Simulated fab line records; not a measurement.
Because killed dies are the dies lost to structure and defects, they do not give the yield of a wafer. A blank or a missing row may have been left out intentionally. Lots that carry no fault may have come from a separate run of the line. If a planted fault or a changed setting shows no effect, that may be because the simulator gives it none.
Problem report, 8D (eight disciplines) form, completed by code	flow n5Finfet	the parts of the form that need people (team, actions taken, sign-off) are left out

## 1. THE PROBLEM
A mean of 75 is read at N5_PASSIVATION_PROBE_49 for killed_at_M4_up, taken on 1 wafer of 1 lot, against 12 (standard deviation 4.7) on wafers free of any fault. Measured from the usual mean, that is +13 standard deviations.
The first sign was on wafer L431.4 at day 15 01:06, on prober-02. At this step, 22 wafers from 8 lots have a number in the record. The rule behind "out" and "out of limits": a value lying over 4 standard deviations away from the usual mean. Any other wafer with a number is counted as sound.

## 2. WHAT IT IS, WHAT IT ISN'T
question	is	is not
which readings at this step	killed_at_M4_up, killedOnRim	killed_at_M0_to_M3, killedAtContacts, killedAtFrontEnd, killedAtOther, killedOpen, killedShort, sort_bin_4_leakage, sort_bin_6_memory, sort_bin_8_speed
which lots	L431	L421, L424, L437, L438, L441, L442, L443
which wafers of those lots	L431.4	L431.3, L431.5
read on which tools	prober-02	prober-01
when	from day 15 01:06	up to then (7 sound wafers); but 14 sound wafers of L431, L437, L438, L441, L442, L443 came after

## 3. WHAT RULES OUT EACH SUSPECT
Counting: a tool at a process step up to the reading stays a suspect if it ran every lot that is out. Sound lots after the first of them don't rule it out here, since some wafers of a struck lot are sound.
- pecvd-03 at N5_BEOL_M9_ILD_DEP_00 (deposits SiCOH lowk from DEMS/porogen, target thk 308.51 nm, time 58 s): kept. L431, the lot that is out, went through it at day 12 06:32; up to then, the latest sound lot through it was L424 at day 10 20:41.
- pvdSputter-01 at N5_PASSIVATION_PRE_CLEAN_19: kept. It ran the lot that is out, L431 (day 14 19:16).
- rieMetal-01 at N5_PASSIVATION_ETCH_59 (etches TaN in Cl2/BCl3, target depth 65 nm, time 34.9 s): kept. L431, the lot that is out, went through it at day 14 20:40; up to then, the latest sound lot through it was L424 at day 13 06:07.
- prober-02 at N5_PASSIVATION_PROBE_49: kept. L431, the lot that is out, went through it at day 15 01:03; up to then, the latest sound lot through it was L424 at day 13 10:52. Its own readings are out on those wafers: killed_at_M4_up, killedOnRim.
- At N5_BEOL_M9_ILD_DEP_00 on pecvd-03, chamber 2 took the sound wafers of the same lots and chamber 1 took the wafers that are out.
- At N5_PASSIVATION_ETCH_59 on rieMetal-01, chamber 0 took the sound wafers of the same lots and chamber 1 took the wafers that are out.
Left after counting: pecvd-03 at N5_BEOL_M9_ILD_DEP_00, pvdSputter-01 at N5_PASSIVATION_PRE_CLEAN_19, rieMetal-01 at N5_PASSIVATION_ETCH_59, prober-02 at N5_PASSIVATION_PROBE_49.

## 4. THE CAUSE (what the simulator had put in)
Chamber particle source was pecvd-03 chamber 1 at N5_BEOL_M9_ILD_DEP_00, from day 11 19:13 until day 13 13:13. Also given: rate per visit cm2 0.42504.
4 suspects survive the count, and this tool is in that group.

## 5. THE EFFECT CHAIN, in route order
Each row: a reading whose mean over the struck wafers that have a number lies more than 3 standard deviations from the usual. Only readings whose record carries a usual standard deviation are examined. hours: median over the lots of the time between each lot's start at the first step of this table that gives one and its start at this step. sigmas: the change, counted in usual standard deviations.
hours	step	reading	usual	on struck wafers	change	sigmas
0	N5_PASSIVATION_PROBE_49	defectLimitedYield	91.4 %	86.4	-5.0	-3.1
0	N5_PASSIVATION_PROBE_49	killed_at_M4_up	12	75	+63	+13
0	N5_PASSIVATION_PROBE_49	killedDies	102	160	+58	+3.2
0	N5_PASSIVATION_PROBE_49	killedOnRim	13	33	+20	+4.8
Process steps it contains:
- N5_PASSIVATION_PROBE_49

## 6. HOW IT WOULD HAVE BEEN CAUGHT EARLIER
In this record no reading fell out of limits until day 15 01:06, 78 hours after the fault had begun at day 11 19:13.
Of the tool readings at N5_BEOL_M9_ILD_DEP_00 for which the record gives a usual standard deviation, none was out on any struck wafer, so an alarm limit of 4 standard deviations on them would not have fired.
By day 15 01:06, every lot that is out (1) had started N5_BEOL_M9_ILD_DEP_00 on pecvd-03. Tool hold at that time: it would have spared none of them.
